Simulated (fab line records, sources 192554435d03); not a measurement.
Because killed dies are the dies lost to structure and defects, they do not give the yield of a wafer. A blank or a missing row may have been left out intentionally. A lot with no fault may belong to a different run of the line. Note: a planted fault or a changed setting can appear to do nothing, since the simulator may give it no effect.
Matching of chambers :: flow n5Finfet :: N5_MIM_TOP_ETCH_STRIP_01 on rieDiel-06: 4 sister chambers
The step strips in O2. 4 wafers are shown with their chamber, then 9 later ones without.

== WAFERS, EACH WITH ITS CHAMBER ==
wafer: L086.5
chamber: 3
drypumpMotorCurrentA (A): 5.5

wafer: L089.2
chamber: 1
drypumpMotorCurrentA (A): 5.4

wafer: L089.3
chamber: 2
drypumpMotorCurrentA (A): 6.0

wafer: L089.4
chamber: 0
drypumpMotorCurrentA (A): 5.1

== WAFERS WITHOUT THEIR CHAMBER ==
wafer: L090.1
drypumpMotorCurrentA (A): 5.3

wafer: L090.3
drypumpMotorCurrentA (A): 5.5

wafer: L090.4
drypumpMotorCurrentA (A): 5.0

wafer: L087.1
drypumpMotorCurrentA (A): 5.1

wafer: L087.3
drypumpMotorCurrentA (A): 5.5

wafer: L087.5
drypumpMotorCurrentA (A): 5.5

wafer: L096.3
drypumpMotorCurrentA (A): 5.3

wafer: L096.4
drypumpMotorCurrentA (A): 6.0

wafer: L096.5
drypumpMotorCurrentA (A): 5.1

== EACH ONE'S CHAMBER ==
wafer: L090.1
from the rows above: can't be placed: 1 or 0 or 3
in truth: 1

wafer: L090.3
from the rows above: can't be placed: 3 or 1
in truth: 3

wafer: L090.4
from the rows above: 0
in truth: 0

wafer: L087.1
from the rows above: 0
in truth: 0

wafer: L087.3
from the rows above: can't be placed: 3 or 1
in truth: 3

wafer: L087.5
from the rows above: can't be placed: 3 or 1
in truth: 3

wafer: L096.3
from the rows above: can't be placed: 1 or 0 or 3
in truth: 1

wafer: L096.4
from the rows above: 2
in truth: 2

wafer: L096.5
from the rows above: 0
in truth: 0
Correct placement for 4 of the 9. Cannot be placed on the basis of these rows: 5; the candidates contain the true chamber in 5. 0 placed wrongly.
How it was worked out, from the rows above alone: a wafer's distance from a chamber is the root of the sum, over the readings, of the square of ((its reading less the chamber's mean) divided by the reading's scatter). The wafer belongs to the nearest chamber; if the next one is less than 2 further off, it can't be placed. The mean given for a chamber averages the wafers shown for that chamber. The scatter: with one shown wafer a chamber, the root of the mean of the squares of how far each hidden wafer lies from its nearest shown one.
